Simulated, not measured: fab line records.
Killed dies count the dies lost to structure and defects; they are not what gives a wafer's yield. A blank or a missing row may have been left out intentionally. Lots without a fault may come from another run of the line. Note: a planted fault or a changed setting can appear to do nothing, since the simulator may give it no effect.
A struck lot beside a sound one / flow nandHarc / 15 out of 1302 route steps
Sound: the wafers L263.1, L263.4, L263.6. Struck: wafer L278.5. (L278.3, L278.4 of the same lot were not struck and are left out.) The cause comes at the end.
For every step that has rows: the tool of each side, followed by ch and its chambers, followed by its first start. Under that, the readings that differ: sound wafers / struck wafers / difference of the means / sigmas: that difference in standard deviations of wafers without a fault.
alike: words and numbers the same on both sides, and readings whose means are apart by under 2 such deviations; not compared: readings that were withheld, readings missing a value for some wafer, numbers with overlapping values and no deviation given by the record, and bounds like >300 which may hide the same value.
Wherever a step has rows on one side only, a row that says differs or no value, or a row with sigmas, the two part there. Numbers that have no deviation but don't overlap get no sigmas and don't part them. A reading that every wafer of one side lacks parts them only if that side has two wafers or more.

first, 3 steps without rows for these wafers: NHARC_A_CHANNEL_HOLE_D1_STRIP_41 (strips in N2/H2); NHARC_A_CHANNEL_HOLE_D1_STRIP_42 (strips in CF4/CHF3); NHARC_A_CHANNEL_HOLE_D1_STRIP_43 (strips in O2/COS).
NHARC_A_CHANNEL_HOLE_D1_ETCH_44: etches the open film in CF4/O2, target depth 140 nm, overetch 14 nm, time 77 s.
  sound on rieDiel-08 ch 0,3, day 10 07:32; struck on rieDiel-08 ch 2, day 16 23:48
reading=throttleValvePct (%); sound=13.407 13.397 13.383; struck=13.379; difference=-0.017; sigmas=-2
  alike: drypumpMotorCurrentA, mfcArSccm, oesProductAu, rfVppV, showerheadPlenumPTorr
  not compared: rfHoursCounterH
NHARC_A_CHANNEL_HOLE_D1_STRIP_27: strips in O2.
  sound on rieDiel-08 ch 0,1,2; struck on rieDiel-08 ch 3
  alike: drypumpMotorCurrentA, mfcArSccm, oesProductAu, rfVppV, showerheadPlenumPTorr, throttleValvePct
  not compared: rfHoursCounterH
then, 2 steps without rows for these wafers: NHARC_A_CHANNEL_HOLE_D1_PRECLEAN_28 (cleans in SC1); NHARC_A_CHANNEL_HOLE_D1_SRD_29.
NHARC_A_CHANNEL_HOLE_D1_CD_MEAS_30:
  sound on cdSem-03, day 10 08:20; struck on cdSem-01, day 17 00:35
  alike: cdNm
NHARC_A_CHANNEL_HOLE_D1_XSEM_31:
  sound on xsem-01 ch 0, day 10 08:25; struck on xsem-02 ch 0, day 17 00:41
reading=tiltDeg (degrees); sound=0.02 0.02 0.02; struck=0.10; difference=+0.08; sigmas=+2
  alike: botCdNm, bowNm
NHARC_A_CHANNEL_HOLE_D1_INSPECT_40:
  sound on defectInspect-01, day 10 08:31; struck on defectInspect-02, day 17 00:47
  alike: rawDefectCount
then, 2 steps without rows for these wafers: NHARC_A_CHANNEL_FILL_D1_PRECLEAN_00 (cleans in SC1); NHARC_A_CHANNEL_FILL_D1_SRD_01.
NHARC_A_CHANNEL_FILL_D1_ALD_02: deposits SiO2, target thk 6 nm, pulse time 10 s, ald cycles 60.
  sound on aldHk-03 ch 0,1,2, day 10 08:47; struck on aldHk-04 ch 2, day 17 04:11
reading=aldCycles; sound=60 60 60; struck=72; difference=+12; sigmas=
  alike: heaterPowerW, precursorPulseHeightRel
NHARC_A_CHANNEL_FILL_D1_ALD_03: deposits SiNx, target thk 6 nm, pulse time 60 s, ald cycles 58.
  sound on aldSinBatch-03 ch 0; struck on aldSinBatch-02 ch 0
  alike: precursorPulseHeightRel
  not compared: aldCycles
-- record jumps: 15 days between struck wafers' starts before vs after; left off in module A_CHANNEL_FILL_D1, resumes in module END, first step shown is number 1302 of the route --
NHARC_END_SORT_01:
  sound on prober-02 ch 0, day 25 17:43; struck on prober-01 ch 0, day 32 11:20
  alike: killedAtArray, killedAtOther, killedAtPeriphery, killedDies, killedOpen, killedShort

## WHERE THEY PART
Earliest at NHARC_A_CHANNEL_HOLE_D1_ETCH_44; latest, in this record, at NHARC_A_CHANNEL_HOLE_D1_XSEM_31. Later steps at which nothing parts them and some readings are alike: NHARC_A_CHANNEL_HOLE_D1_INSPECT_40, NHARC_A_CHANNEL_FILL_D1_ALD_02, NHARC_A_CHANNEL_FILL_D1_ALD_03, NHARC_END_SORT_01.

WHY: what the simulator had put in
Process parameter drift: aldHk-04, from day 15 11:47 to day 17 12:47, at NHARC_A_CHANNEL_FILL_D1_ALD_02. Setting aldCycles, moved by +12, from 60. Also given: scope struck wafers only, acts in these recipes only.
